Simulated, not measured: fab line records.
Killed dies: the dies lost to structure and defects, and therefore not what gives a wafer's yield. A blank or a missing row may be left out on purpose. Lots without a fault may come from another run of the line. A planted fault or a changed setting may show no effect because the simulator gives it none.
The tool behind it: which one?    flow n5 finfet    Sampling: 11 lots, 31 wafers, 5 of 1938 route steps

== WHAT EACH GAUGE READ, for each wafer ==
N5_BEOL_M1_OVL_MEAS_12. Usual: M1_OVL typically reads -0.5 nm, with standard deviation 0.75.
lot   measured      on          M1_OVL (nm)     flag
L225  day 6 05:51   overlay-01  0.0 -1.2 -0.3   
L226  day 6 07:15   overlay-02  1.3 0.6         
L229  day 7 01:38   overlay-02  0.6 -0.7 -1.2   
L231  day 7 09:13   overlay-01  -0.1 -0.8 -0.3  
L235  day 8 10:59   overlay-02  -0.8 -0.7 -0.6  
L237  day 9 07:26   overlay-01  -0.2 -1.4       
L238  day 9 11:58   overlay-01  -0.7 -0.6 -0.7  
L239  day 9 12:21   overlay-01  -0.1 -0.6 0.0   
L241  day 10 00:26  overlay-01  -0.1 1.0 -0.1   
L247  day 11 13:20  overlay-02  -1.1 -0.5 0.3   
L248  day 11 21:19  overlay-01  0.3 -0.3 -0.5   

N5_BEOL_M4_RC_MEAS_101. Usual: DIBL_N 36.6 mV/V, standard deviation 2.3; DIBL_P 36.3 mV/V, standard deviation 2.8; IOFF_N 0.17 nA/um, standard deviation 0.047; IOFF_P 0.22 nA/um, standard deviation 0.048; ION_N 676 uA/um, standard deviation 14; ION_P 463 uA/um, standard deviation 9.4; SS_N 71.6 mV/dec, standard deviation 0.84; SS_P 73.4 mV/dec, standard deviation 0.85; VT_N 249 mV, standard deviation 3.7; VT_P -249 mV, standard deviation 3.6.
lot   measured      on         DIBL_N (mV/V)   DIBL_P (mV/V)   IOFF_N (nA/um)  IOFF_P (nA/um)  ION_N (uA/um)  ION_P (uA/um)  SS_N (mV/dec)   SS_P (mV/dec)   VT_N (mV)    VT_P (mV)       flag
L225  day 7 23:09   prober-02  35.1 34.6 37.2  32.6 33.7 37.4  0.15 0.13 0.18  0.18 0.18 0.24  667 679 674    461 470 467    72.0 70.9 71.3  73.0 71.8 73.8  249 253 248  -249 -249 -248  
L226  day 8 11:25   prober-01  36.9 35.2       36.2 33.8       0.16 0.14       0.22 0.19       660 671        461 462        71.9 71.6       73.2 72.3       249 254      -249 -254       
L229  day 8 20:05   prober-02  36.2 36.8 40.1  36.8 38.0 39.1  0.14 0.16 0.21  0.19 0.21 0.23  661 674 681    457 462 452    70.4 71.6 71.8  74.2 73.8 74.6  252 249 246  -254 -251 -253  
L231  day 9 12:21   prober-02  34.6 39.8 39.2  32.4 40.0 39.3  0.12 0.20 0.18  0.14 0.24 0.23  672 696 694    458 465 469    71.3 72.4 72.4  72.5 74.5 74.1  255 250 248  -256 -250 -251  
L235  day 10 12:26  prober-01  36.1 32.4 36.0  36.6 30.0 36.9  0.14 0.09 0.15  0.20 0.12 0.21  670 662 692    461 453 468    70.8 70.4 70.9  73.4 71.4 72.8  250 257 249  -250 -257 -250  
L237  day 10 22:14  prober-01  37.7 38.0       37.3 38.8       0.18 0.21       0.24 0.26       692 684        473 469        71.2 71.5       73.7 73.6       245 243      -247 -245       
L238  day 11 03:41  prober-01  35.0 38.1 40.1  34.5 37.2 40.0  0.13 0.17 0.22  0.19 0.21 0.27  654 655 697    454 447 473    70.9 72.1 72.7  73.1 73.7 74.5  254 251 247  -252 -252 -248  
L239  day 11 05:46  prober-02  37.5 36.7 34.2  38.0 38.0 35.2  0.18 0.15 0.12  0.22 0.22 0.18  675 657 660    463 458 461    72.5 72.2 70.7  73.7 73.2 72.0  247 250 252  -249 -250 -252  
L241  day 11 16:18  prober-01  33.3 34.6 34.8  32.6 34.2 35.1  0.13 0.14 0.16  0.16 0.18 0.19  682 661 691    461 447 467    70.5 70.8 71.2  72.5 72.3 73.3  251 251 248  -251 -250 -247  
L247  day 13 21:49  prober-01  40.5 39.5 38.0  41.1 40.5 36.5  0.25 0.24 0.18  0.29 0.27 0.21  671 674 674    459 458 455    72.9 72.5 72.3  75.4 74.9 74.3  244 243 248  -249 -250 -253  
L248  day 13 22:28  prober-02  39.1 33.5 38.9  40.3 33.6 37.9  0.23 0.14 0.22  0.30 0.18 0.25  704 688 683    479 474 468    72.8 71.2 72.8  74.6 73.0 73.7  243 248 246  -245 -249 -244  

== WHAT TOOL EACH LOT RAN ON (gives the tool, then ch and the chambers of the sampled wafers, and finally the start) ==
lot   N5_BEOL_M0_SPUTTER_141        N5_BEOL_M1_PECVD_72              N5_BEOL_M1_COAT_05
L225  pvd sputter-01, day 6 00:25   pecvd-02 ch 0,1,2, day 6 01:51   litho track-01 ch 0, day 6 05:34
L226  pvd sputter-02, day 6 05:14   pecvd-02 ch 0,1, day 6 06:32     litho track-01 ch 0, day 6 06:58
L229  pvd sputter-02, day 6 21:20   pecvd-01 ch 1,2, day 6 22:59     litho track-05 ch 0, day 7 01:20
L231  pvd sputter-01, day 7 06:43   pecvd-01 ch 0,1,2, day 7 07:56   litho track-01 ch 0, day 7 08:56
L235  pvd sputter-02, day 8 06:25   pecvd-02 ch 1,2, day 8 07:37     litho track-01 ch 0, day 8 10:41
L237  pvd sputter-02, day 9 02:27   pecvd-04 ch 0,2, day 9 03:53     litho track-01 ch 0, day 9 07:01
L238  pvd sputter-02, day 9 08:45   pecvd-02 ch 0,1, day 9 10:38     litho track-01 ch 0, day 9 11:34
L239  pvd sputter-03, day 9 09:20   pecvd-01 ch 1,2, day 9 11:11     litho track-01 ch 0, day 9 11:56
L241  pvd sputter-03, day 9 19:11   pecvd-01 ch 0,1, day 9 20:44     litho track-05 ch 0, day 10 00:10
L247  pvd sputter-02, day 11 10:44  pecvd-01 ch 0,1, day 11 12:05    litho track-05 ch 0, day 11 12:55
L248  pvd sputter-02, day 11 18:12  pecvd-02 ch 0,1,2, day 11 20:15  litho track-05 ch 0, day 11 21:01
- N5_BEOL_M0_SPUTTER_141: material Cu, target thk 4 nm, time 7.37 s.
- N5_BEOL_M1_PECVD_72: deposits SiO2 from TEOS/O2, target thk 16 nm, time 18 s.
- N5_BEOL_M1_COAT_05: resist thk 30 nm.

== WHAT THE TOOLS THEMSELVES READ (means of the sampled wafers that have a number; where no wafer has one, the mark that the record gives instead) ==
N5_BEOL_M0_SPUTTER_141. Usual: throttle valve pct 30.3 %, standard deviation 1.
lot   tool            throttle valve pct (%)  flag
L225  pvd sputter-01  29.2                    
L226  pvd sputter-02  29.6                    
L229  pvd sputter-02  30.6                    
L231  pvd sputter-01  29.1                    
L235  pvd sputter-02  30.6                    
L237  pvd sputter-02  31.1                    
L238  pvd sputter-02  30.4                    
L239  pvd sputter-03  30.6                    
L241  pvd sputter-03  29.8                    
L247  pvd sputter-02  30.5                    
L248  pvd sputter-02  29.8                    

N5_BEOL_M1_PECVD_72. Usual: heater power w 701 W, standard deviation 140; rf fwd power W 444.3 W, standard deviation 1.6; showerhead plenum p Torr 8.79 Torr, standard deviation 0.067; throttle valve pct 22.6 %, standard deviation 1.2.
lot   tool      heater power w (W)  rf fwd power W (W)  showerhead plenum p Torr (Torr)  throttle valve pct (%)  flag
L225  pecvd-02  678                 443.0               8.82                             23.1                    
L226  pecvd-02  616                 443.2               8.76                             22.9                    
L229  pecvd-01  703                 446.0               8.84                             21.8                    
L231  pecvd-01  732                 444.1               8.78                             22.2                    
L235  pecvd-02  632                 444.1               8.81                             23.6                    
L237  pecvd-04  822                 442.3               8.77                             22.8                    
L238  pecvd-02  652                 444.4               8.77                             23.3                    
L239  pecvd-01  713                 444.4               8.84                             21.5                    
L241  pecvd-01  540                 444.8               8.78                             22.5                    
L247  pecvd-01  611                 444.9               8.78                             22.6                    
L248  pecvd-02  622                 443.0               8.80                             22.1                    

N5_BEOL_M1_COAT_05. Usual: spin speed rpm 1500.1 rpm, standard deviation 1.2.
lot   tool            spin speed rpm (rpm)  flag
L225  litho track-01  1498.3                
L226  litho track-01  1499.2                
L229  litho track-05  1500.1                
L231  litho track-01  1500.7                
L235  litho track-01  1500.7                
L237  litho track-01  1501.3                
L238  litho track-01  1733.7                OFF
L239  litho track-01  1735.0                OFF
L241  litho track-05  1500.5                
L247  litho track-05  1501.1                
L248  litho track-05  1499.7                

== THE ANSWER, worked out from the rows above alone ==
Rule: a lot counts as off when the mean over its wafers that have a number is more than 3 standard deviations away from the usual mean. Also off: a lot with no number at a reading for which 4 or more lots have one. All remaining lots with rows at the step are treated as sound. Order of review: gauges by route order, followed by the tools' own readings, for which a lot's mean as printed above is used. At the first step where some lot is off, the reading lying furthest off is the one used; lots without a number count as furthest.
Off at N5_BEOL_M1_COAT_05 (spin speed rpm): L238, L239.
A tool fits if, at that step or a process step before it, it ran every lot that is off, and no sound lot after the first of them. One fits: N5_BEOL_M1_COAT_05 on litho track-01. A fault onset in the window from L237 (day 9 07:01, its last sound lot) to L238 (day 9 11:34, its first lot off) fits.
On the lots that are off, the tool's own readings at N5_BEOL_M1_COAT_05 differ by more than 5 times the standard deviation of the sound lots' means, which bears it out; spin speed rpm reads 1734.3 rpm there versus 1500.2 rpm on the sound lots.

== WHAT THE SIMULATOR PUT IN ==
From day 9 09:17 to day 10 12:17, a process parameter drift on litho track-01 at N5_BEOL_M1_COAT_05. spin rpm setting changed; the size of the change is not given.
Struck lots among those shown: L238, L239. Same finding as the rule above.
